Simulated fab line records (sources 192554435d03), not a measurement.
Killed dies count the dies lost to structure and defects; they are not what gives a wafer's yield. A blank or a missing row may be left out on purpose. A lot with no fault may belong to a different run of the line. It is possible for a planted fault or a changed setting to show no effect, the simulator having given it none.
Matching of chambers | flow n5_finfet | N5_BEOL_M6_ETCH_66 on rie_diel-05: 4 sister chambers
The step etches SOC in N2/H2, target depth 80 nm, overetch 16 nm, time 120 s. 24 wafers are shown with their chamber, then 12 later ones without.

== WAFERS, EACH WITH ITS CHAMBER ==
wafer  | chamber | drypump_motor_current_A (A) | throttle_valve_pct (%) | showerhead_plenum_p_Torr (Torr)
L074.2 | 1       | 5.6                         | 17.68                  | 2.60
L074.4 | 2       | 5.2                         | 18.33                  | 2.64
L074.5 | 1       | 5.6                         | 17.69                  | 2.60
L075.3 | 2       | 5.2                         | 18.32                  | 2.64
L075.5 | 0       | 5.4                         | 18.29                  | 2.63
L075.6 | 1       | 5.6                         | 17.71                  | 2.60
L078.3 | 2       | 5.2                         | 18.34                  | 2.63
L078.4 | 0       | 5.4                         | 18.29                  | 2.63
L078.6 | 1       | 5.6                         | 17.70                  | 2.60
L080.2 | 1       | 5.6                         | 17.71                  | 2.59
L080.4 | 0       | 5.4                         | 18.29                  | 2.63
L080.6 | 1       | 5.6                         | 17.71                  | 2.59
L081.1 | 2       | 5.2                         | 18.35                  | 2.63
L081.4 | 0       | 5.4                         | 18.31                  | 2.63
L081.6 | 1       | 5.6                         | 17.72                  | 2.59
L083.3 | 0       | 5.4                         | 18.31                  | 2.63
L083.4 | 2       | 5.2                         | 18.33                  | 2.63
L083.5 | 0       | 5.4                         | 18.31                  | 2.63
L087.1 | 1       | 5.6                         | 17.74                  | 2.59
L087.5 | 0       | 5.3                         | 18.32                  | 2.62
L087.6 | 3       | 6.5                         | 17.51                  | 2.69
L090.2 | 0       | 5.4                         | 18.34                  | 2.62
L090.3 | 3       | 6.5                         | 17.53                  | 2.69
L090.6 | 0       | 5.4                         | 18.33                  | 2.62

SIGNATURES, as means of the wafers listed above
reading                  | chamber 0 | chamber 1 | chamber 2 | chamber 3 | scatter within a chamber
drypump_motor_current_A  | 5.389     | 5.600     | 5.200     | 6.500     | 0.0211
throttle_valve_pct       | 18.3100   | 17.7075   | 18.3340   | 17.5200   | 0.0168
showerhead_plenum_p_Torr | 2.6267    | 2.5950    | 2.6340    | 2.6900    | 0.0051
Rule: a wafer lies at a distance from a chamber equal to the root of the sum of squares, over the readings, of (its reading less the chamber's mean, divided by the reading's scatter). If the next closest chamber is less than 2 further off than the closest, the wafer can't be placed; otherwise it belongs to the closest. The scatter: the root of (the sum of the squares of (reading less its chamber's mean) over the shown wafers, divided by (wafers less chambers)).

== WAFERS MISSING THEIR CHAMBER ==
wafer  | drypump_motor_current_A (A) | throttle_valve_pct (%) | showerhead_plenum_p_Torr (Torr)
L091.2 | 5.6                         | 17.76                  | 2.58
L091.3 | 5.4                         | 18.33                  | 2.62
L091.6 | 5.6                         | 17.75                  | 2.58
L095.1 | 6.5                         | 17.55                  | 2.68
L095.3 | 5.4                         | 18.36                  | 2.61
L095.4 | 5.2                         | 18.01                  | 2.62
L096.1 | 6.5                         | 17.54                  | 2.68
L096.3 | 5.6                         | 17.78                  | 2.58
L096.4 | 5.2                         | 18.03                  | 2.62
L097.2 | 5.4                         | 18.36                  | 2.61
L097.4 | 5.4                         | 18.35                  | 2.61
L097.5 | 5.2                         | 18.03                  | 2.62

== CHAMBER TAKEN BY EACH ==
wafer  | from the rows above     | in truth
L091.2 | 1                       | 1
L091.3 | 0                       | 0
L091.6 | 1                       | 1
L095.1 | 3                       | 3
L095.3 | 0                       | 0
L095.4 | can't be placed: 2 or 0 | 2
L096.1 | 3                       | 3
L096.3 | 1                       | 1
L096.4 | can't be placed: 2 or 0 | 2
L097.2 | 0                       | 0
L097.4 | 0                       | 0
L097.5 | can't be placed: 2 or 0 | 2
Placed correctly: 9 of 12. These rows do not allow placing 3 (true chamber among the candidates in 3). Wrongly placed: 0.
